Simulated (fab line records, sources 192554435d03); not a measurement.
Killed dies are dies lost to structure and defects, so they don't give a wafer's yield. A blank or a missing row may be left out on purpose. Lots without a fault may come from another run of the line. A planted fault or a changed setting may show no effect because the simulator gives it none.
Which tool did it? | flow n5_finfet | 24 lots, 72 wafers sampled, at 6 steps of a route of 1938

WHAT THE GAUGES READ, wafer by wafer
N5_GATE_CUT_THK_MEAS_24. Usual: GC_FILL_THK 219.9 nm, standard deviation 1.8.
lot  | measured     | on            | GC_FILL_THK (nm)  | flag
L074 | day 4 18:13  | film_metro-02 | 220.5 217.5 219.1 |
L075 | day 5 01:33  | film_metro-01 | 216.6 218.9 218.8 |
L076 | day 5 07:16  | film_metro-02 | 215.4 216.2 217.4 |
L077 | day 5 09:44  | film_metro-01 | 215.1 221.1 216.5 |
L078 | day 5 14:02  | film_metro-01 | 220.1 220.3 221.5 |
L079 | day 5 23:01  | film_metro-02 | 220.8 221.8 223.9 |
L080 | day 6 02:44  | film_metro-01 | 217.4 219.4 221.6 |
L081 | day 6 13:37  | film_metro-01 | 216.2 217.1 216.7 |
L082 | day 6 19:14  | film_metro-02 | 216.9 219.4 220.6 |
L083 | day 7 02:52  | film_metro-02 | 220.7 216.6 219.4 |
L084 | day 7 03:53  | film_metro-01 | 220.9 217.8 221.8 |
L085 | day 7 11:52  | film_metro-02 | 219.4 220.0 222.4 |
L086 | day 7 19:52  | film_metro-01 | 219.9 221.3 221.9 |
L087 | day 7 22:31  | film_metro-01 | 218.2 221.7 220.1 |
L088 | day 8 02:58  | film_metro-02 | 218.5 219.8 220.3 |
L089 | day 8 10:10  | film_metro-02 | 219.8 221.8 220.9 |
L090 | day 8 13:33  | film_metro-01 | 219.1 220.0 220.7 |
L091 | day 8 21:13  | film_metro-02 | 221.2 217.7 219.2 |
L092 | day 9 04:47  | film_metro-01 | 216.6 220.0 220.2 |
L093 | day 9 09:38  | film_metro-02 | 220.5 221.6 220.3 |
L094 | day 9 16:03  | film_metro-01 | 218.7 221.1 219.2 |
L095 | day 9 20:53  | film_metro-02 | 219.8 217.9 220.8 |
L096 | day 10 04:46 | film_metro-01 | 221.1 219.6 218.7 |
L097 | day 10 08:15 | film_metro-02 | 217.7 220.0 220.1 |

N5_GATE_CUT_INSPECT_26: inspects for defects (darkfield). Usual: raw_defect_count 38, standard deviation 16.
lot  | measured     | on                | raw_defect_count | flag
L074 | day 4 18:57  | defect_inspect-01 | 15 26 30         |
L075 | day 5 02:17  | defect_inspect-01 | 19 33 37         |
L076 | day 5 08:00  | defect_inspect-02 | 57 53 62         |
L077 | day 5 10:28  | defect_inspect-01 | 34 35 20         |
L078 | day 5 14:47  | defect_inspect-01 | 47 28 32         |
L079 | day 5 23:46  | defect_inspect-02 | 44 43 40         |
L080 | day 6 03:28  | defect_inspect-02 | 41 20 44         |
L081 | day 6 14:22  | defect_inspect-02 | 41 23 35         |
L082 | day 6 19:58  | defect_inspect-02 | 39 21 22         |
L083 | day 7 03:36  | defect_inspect-02 | 66 74 74         |
L084 | day 7 04:37  | defect_inspect-02 | 31 24 25         |
L085 | day 7 12:37  | defect_inspect-01 | 32 54 29         |
L086 | day 7 20:36  | defect_inspect-01 | 108 78 46        |
L087 | day 7 23:16  | defect_inspect-01 | 21 17 29         |
L088 | day 8 03:43  | defect_inspect-02 | 29 32 31         |
L089 | day 8 10:55  | defect_inspect-02 | 29 40 28         |
L090 | day 8 14:17  | defect_inspect-02 | 42 28 41         |
L091 | day 8 21:58  | defect_inspect-02 | 34 44 21         |
L092 | day 9 05:31  | defect_inspect-01 | 32 27 33         |
L093 | day 9 11:48  | defect_inspect-02 | 51 23 44         |
L094 | day 9 16:47  | defect_inspect-02 | 19 24 33         |
L095 | day 9 21:38  | defect_inspect-02 | 47 53 31         |
L096 | day 10 05:30 | defect_inspect-01 | 73 57 38         |
L097 | day 10 08:59 | defect_inspect-01 | 55 36 32         |

N5_MOL_CONTACT_COAG_CD_MEAS_08: target cd 28 nm. Usual: cd_nm 27.96 nm, standard deviation 0.29.
lot  | measured     | on        | cd_nm (nm)        | flag
L074 | day 4 19:22  | cd_sem-01 | 28.21 27.81 28.42 |
L075 | day 5 02:43  | cd_sem-03 | 27.84 28.29 27.86 |
L076 | day 5 08:26  | cd_sem-02 | 27.92 28.07 27.96 |
L077 | day 5 10:46  | cd_sem-02 | 28.39 27.83 28.00 |
L078 | day 5 15:07  | cd_sem-01 | 27.38 27.95 28.01 |
L079 | day 6 00:04  | cd_sem-03 | 28.12 28.57 28.17 |
L080 | day 6 03:53  | cd_sem-02 | 28.25 27.50 28.16 |
L081 | day 6 14:47  | cd_sem-03 | 28.34 28.23 28.15 |
L082 | day 6 20:16  | cd_sem-01 | 27.80 27.89 28.21 |
L083 | day 7 04:01  | cd_sem-03 | 28.05 27.53 27.77 |
L084 | day 7 05:02  | cd_sem-01 | 27.60 27.73 27.39 |
L085 | day 7 13:02  | cd_sem-01 | 27.82 27.70 27.94 |
L086 | day 7 20:54  | cd_sem-03 | 28.15 27.76 27.71 |
L087 | day 7 23:41  | cd_sem-01 | 28.12 28.51 28.24 |
L088 | day 8 04:01  | cd_sem-03 | 27.72 28.17 27.95 |
L089 | day 8 11:20  | cd_sem-01 | 27.56 27.93 27.80 |
L090 | day 8 14:35  | cd_sem-02 | 27.58 27.50 27.62 |
L091 | day 8 22:23  | cd_sem-02 | 27.81 27.60 28.00 |
L092 | day 9 05:49  | cd_sem-03 | 28.34 27.89 27.38 |
L093 | day 9 12:14  | cd_sem-02 | 27.87 27.76 27.55 |
L094 | day 9 17:14  | cd_sem-02 | 28.35 28.16 28.54 |
L095 | day 9 22:03  | cd_sem-03 | 28.21 27.92 27.91 |
L096 | day 10 05:50 | cd_sem-02 | 27.99 28.21 28.47 |
L097 | day 10 09:25 | cd_sem-03 | 28.18 28.20 28.49 |

WHICH TOOL RAN EACH LOT (tool, then ch and the chambers of the sampled wafers, then the start)
lot  | N5_HKMG_FIN_ETCHBACK_68          | N5_GATE_CUT_ETCHBACK_30           | N5_GATE_CUT_CUT_ETCH_53
L074 | rie_metal-02 ch 1, day 4 06:26   | rie_metal-03 ch 1, day 4 08:44    | rie_metal-01 ch 0,1, day 4 14:07
L075 | rie_metal-02 ch 1, day 4 12:04   | rie_metal-03 ch 1, day 4 14:23    | rie_metal-02 ch 1, day 4 21:20
L076 | rie_metal-01 ch 0,1, day 4 19:20 | rie_metal-01 ch 0,1, day 4 21:23  | rie_metal-01 ch 0,1, day 5 04:40
L077 | rie_metal-03 ch 0,1, day 5 00:37 | rie_metal-02 ch 0, day 5 02:52    | rie_metal-02 ch 0, day 5 07:14
L078 | rie_metal-03 ch 1, day 5 05:54   | rie_metal-03 ch 1, day 5 07:55    | rie_metal-01 ch 0, day 5 11:49
L079 | rie_metal-02 ch 0, day 5 13:57   | rie_metal-01 ch 0,1, day 5 16:06  | rie_metal-01 ch 0, day 5 20:08
L080 | rie_metal-02 ch 0,1, day 5 17:52 | rie_metal-02 ch 0,1, day 5 19:53  | rie_metal-01 ch 1, day 6 00:13
L081 | rie_metal-03 ch 0, day 6 04:40   | rie_metal-03 ch 0, day 6 07:04    | rie_metal-03 ch 0, day 6 11:07
L082 | rie_metal-03 ch 0, day 6 09:55   | rie_metal-03 ch 0, day 6 12:17    | rie_metal-01 ch 1, day 6 16:28
L083 | rie_metal-03 ch 0, day 6 18:31   | rie_metal-02 ch 0,1, day 6 20:39  | rie_metal-02 ch 0,1, day 7 00:38
L084 | rie_metal-01 ch 1, day 6 18:58   | rie_metal-03 ch 0, day 6 21:18    | rie_metal-03 ch 0,1, day 7 01:20
L085 | rie_metal-03 ch 0,1, day 7 03:33 | rie_metal-01 ch 0,1, day 7 05:34  | rie_metal-01 ch 0,1, day 7 09:33
L086 | rie_metal-01 ch 0,1, day 7 11:35 | rie_metal-03 ch 0,1, day 7 13:36  | rie_metal-02 ch 0,1, day 7 17:38
L087 | rie_metal-02 ch 0,1, day 7 14:13 | rie_metal-02 ch 1, day 7 16:14    | rie_metal-03 ch 0,1, day 7 20:15
L088 | rie_metal-01 ch 0,1, day 7 18:27 | rie_metal-02 ch 0,1, day 7 20:28  | rie_metal-03 ch 0,1, day 8 00:42
L089 | rie_metal-01 ch 0,1, day 8 01:12 | rie_metal-01 ch 0,1, day 8 03:13  | rie_metal-03 ch 0,1, day 8 07:56
L090 | rie_metal-01 ch 0,1, day 8 05:17 | rie_metal-02 ch 0,1, day 8 07:18  | rie_metal-02 ch 0,1, day 8 11:19
L091 | rie_metal-02 ch 0,1, day 8 13:06 | rie_metal-03 ch 0,1, day 8 15:07  | rie_metal-01 ch 0,1, day 8 18:59
L092 | rie_metal-02 ch 0,1, day 8 17:23 | rie_metal-03 ch 0,1, day 8 22:13  | rie_metal-03 ch 0,1, day 9 02:33
L093 | rie_metal-01 ch 0,1, day 9 01:09 | rie_metal-03 ch 0,1, day 9 03:10  | rie_metal-02 ch 0, day 9 07:25
L094 | rie_metal-03 ch 0,1, day 9 07:47 | rie_metal-02 ch 0,1, day 9 09:48  | rie_metal-01 ch 0,1, day 9 13:44
L095 | rie_metal-01 ch 0,1, day 9 12:29 | rie_metal-02 ch 0,1, day 9 14:30  | rie_metal-02 ch 0,1, day 9 18:34
L096 | rie_metal-03 ch 0,1, day 9 18:37 | rie_metal-03 ch 0,1, day 9 20:37  | rie_metal-03 ch 0,1, day 10 02:22
L097 | rie_metal-03 ch 0,1, day 9 23:31 | rie_metal-02 ch 0,1, day 10 01:33 | rie_metal-03 ch 0,1, day 10 05:45
- N5_HKMG_FIN_ETCHBACK_68: etches the open film in Cl2/Ar, stops on HfO2, target depth 0.5 nm.
- N5_GATE_CUT_ETCHBACK_30: etches TiN in Cl2/Ar, target depth 3 nm.
- N5_GATE_CUT_CUT_ETCH_53: etches W in SF6/Cl2, target depth 79.2 nm.

WHAT THE TOOLS THEMSELVES READ (means of the sampled wafers that have a number; where no wafer has one, the mark that the record gives instead)
N5_HKMG_FIN_ETCHBACK_68. Usual: drypump_motor_current_A 5.7 A, standard deviation 0.44; oes_product_au 0.84 a.u., standard deviation 0.13; throttle_valve_pct 20.84 %, standard deviation 0.27.
lot  | tool         | drypump_motor_current_A (A) | oes_product_au (a.u.) | throttle_valve_pct (%) | flag
L074 | rie_metal-02 | 6.2                         | 0.58                  | 21.37                  |
L075 | rie_metal-02 | 6.2                         | 0.58                  | 21.36                  |
L076 | rie_metal-01 | 5.5                         | 0.64                  | 21.11                  |
L077 | rie_metal-03 | 5.1                         | 0.71                  | 20.84                  |
L078 | rie_metal-03 | 4.9                         | 0.57                  | 21.04                  |
L079 | rie_metal-02 | 6.1                         | 0.94                  | 20.97                  |
L080 | rie_metal-02 | 6.2                         | 0.93                  | 21.10                  |
L081 | rie_metal-03 | 5.4                         | 0.94                  | 20.47                  |
L082 | rie_metal-03 | 5.4                         | 0.93                  | 20.47                  |
L083 | rie_metal-03 | 5.5                         | 0.92                  | 20.46                  |
L084 | rie_metal-01 | 6.1                         | 0.77                  | 20.79                  |
L085 | rie_metal-03 | 5.1                         | 0.95                  | 20.64                  |
L086 | rie_metal-01 | 5.6                         | 0.89                  | 20.86                  |
L087 | rie_metal-02 | 6.2                         | 0.89                  | 21.08                  |
L088 | rie_metal-01 | 5.8                         | 0.82                  | 20.83                  |
L089 | rie_metal-01 | 5.6                         | 0.88                  | 20.87                  |
L090 | rie_metal-01 | 5.8                         | 0.80                  | 20.85                  |
L091 | rie_metal-02 | 6.1                         | 0.86                  | 21.06                  |
L092 | rie_metal-02 | 6.1                         | 0.87                  | 21.09                  |
L093 | rie_metal-01 | 5.8                         | 0.82                  | 20.83                  |
L094 | rie_metal-03 | 5.1                         | 0.89                  | 20.66                  |
L095 | rie_metal-01 | 5.8                         | 0.81                  | 20.83                  |
L096 | rie_metal-03 | 5.3                         | 0.88                  | 20.58                  |
L097 | rie_metal-03 | 5.2                         | 0.84                  | 20.61                  |

N5_GATE_CUT_ETCHBACK_30. Usual: drypump_motor_current_A 5.6 A, standard deviation 0.47; oes_product_au 0.86 a.u., standard deviation 0.12; throttle_valve_pct 20.84 %, standard deviation 0.26.
lot  | tool         | drypump_motor_current_A (A) | oes_product_au (a.u.) | throttle_valve_pct (%) | flag
L074 | rie_metal-03 | 4.9                         | 0.58                  | 21.02                  |
L075 | rie_metal-03 | 4.9                         | 0.59                  | 21.03                  |
L076 | rie_metal-01 | 5.8                         | 0.73                  | 20.91                  |
L077 | rie_metal-02 | 6.0                         | 0.97                  | 20.94                  |
L078 | rie_metal-03 | 4.9                         | 0.58                  | 21.04                  |
L079 | rie_metal-01 | 5.6                         | 0.65                  | 21.09                  |
L080 | rie_metal-02 | 6.2                         | 0.96                  | 21.05                  |
L081 | rie_metal-03 | 5.4                         | 0.95                  | 20.45                  |
L082 | rie_metal-03 | 5.4                         | 0.94                  | 20.45                  |
L083 | rie_metal-02 | 6.1                         | 0.92                  | 21.01                  |
L084 | rie_metal-03 | 5.5                         | 0.92                  | 20.45                  |
L085 | rie_metal-01 | 5.5                         | 0.92                  | 20.84                  |
L086 | rie_metal-03 | 5.1                         | 0.94                  | 20.62                  |
L087 | rie_metal-02 | 6.2                         | 0.91                  | 21.13                  |
L088 | rie_metal-02 | 6.1                         | 0.91                  | 21.01                  |
L089 | rie_metal-01 | 5.8                         | 0.84                  | 20.80                  |
L090 | rie_metal-02 | 6.1                         | 0.90                  | 21.07                  |
L091 | rie_metal-03 | 5.1                         | 0.93                  | 20.62                  |
L092 | rie_metal-03 | 5.2                         | 0.91                  | 20.55                  |
L093 | rie_metal-03 | 5.1                         | 0.91                  | 20.64                  |
L094 | rie_metal-02 | 6.1                         | 0.88                  | 21.03                  |
L095 | rie_metal-02 | 6.2                         | 0.88                  | 21.09                  |
L096 | rie_metal-03 | 5.1                         | 0.89                  | 20.64                  |
L097 | rie_metal-02 | 6.2                         | 0.88                  | 21.09                  |

N5_GATE_CUT_CUT_ETCH_53. Usual: drypump_motor_current_A 5.7 A, standard deviation 0.45; etch_rf_on_time_s 25.9 s, standard deviation 0.51; oes_product_au 0.77 a.u., standard deviation 0.1; throttle_valve_pct 28.94 %, standard deviation 0.25.
lot  | tool         | drypump_motor_current_A (A) | etch_rf_on_time_s (s) | oes_product_au (a.u.) | throttle_valve_pct (%) | flag
L074 | rie_metal-01 | 5.8                         | 25.6                  | 0.66                  | 29.03                  |
L075 | rie_metal-02 | 6.2                         | 26.5                  | 0.53                  | 29.47                  |
L076 | rie_metal-01 | 5.6                         | 26.0                  | 0.59                  | 29.07                  |
L077 | rie_metal-02 | 6.1                         | 25.9                  | 0.87                  | 28.89                  |
L078 | rie_metal-01 | 5.3                         | 26.6                  | 0.52                  | 29.12                  |
L079 | rie_metal-01 | 5.3                         | 26.6                  | 0.51                  | 29.12                  |
L080 | rie_metal-01 | 6.1                         | 25.3                  | 0.72                  | 28.99                  |
L081 | rie_metal-03 | 5.4                         | 26.2                  | 0.85                  | 28.58                  |
L082 | rie_metal-01 | 6.1                         | 25.4                  | 0.71                  | 28.99                  |
L083 | rie_metal-02 | 6.1                         | 26.1                  | 0.82                  | 29.09                  |
L084 | rie_metal-03 | 5.2                         | 25.8                  | 0.86                  | 28.68                  |
L085 | rie_metal-01 | 5.5                         | 25.6                  | 0.83                  | 28.88                  |
L086 | rie_metal-02 | 6.1                         | 26.2                  | 0.81                  | 29.09                  |
L087 | rie_metal-03 | 5.1                         | 25.8                  | 0.85                  | 28.79                  |
L088 | rie_metal-03 | 5.1                         | 25.6                  | 0.85                  | 28.78                  |
L089 | rie_metal-03 | 5.1                         | 26.0                  | 0.84                  | 28.80                  |
L090 | rie_metal-02 | 6.2                         | 25.9                  | 0.81                  | 29.27                  |
L091 | rie_metal-01 | 5.8                         | 25.6                  | 0.75                  | 28.95                  |
L092 | rie_metal-03 | 5.1                         | 25.8                  | 0.83                  | 28.79                  |
L093 | rie_metal-02 | 6.0                         | 26.3                  | 0.79                  | 28.92                  |
L094 | rie_metal-01 | 5.8                         | 25.7                  | 0.75                  | 28.94                  |
L095 | rie_metal-02 | 6.2                         | 25.9                  | 0.80                  | 29.27                  |
L096 | rie_metal-03 | 5.1                         | 25.8                  | 0.81                  | 28.79                  |
L097 | rie_metal-03 | 5.3                         | 26.2                  | 0.80                  | 28.69                  |

THE ANSWER, worked out from the rows above alone
Rule: a lot is off if the mean of its wafers that have a number lies more than 3 standard deviations from the usual mean. A lot without any number at a reading at which 4 lots or more have one is off too. The other lots that the step has rows for count as sound. The gauges are gone through in route order, then the tools' own readings, and for those a lot's mean is taken as printed above. The first step at which some lot is off is used, and at that step the reading that is off furthest; a lot without a number counts as furthest.
No lot is off at any reading shown: from this, nothing can be told.

WHAT THE SIMULATOR HAD PUT IN
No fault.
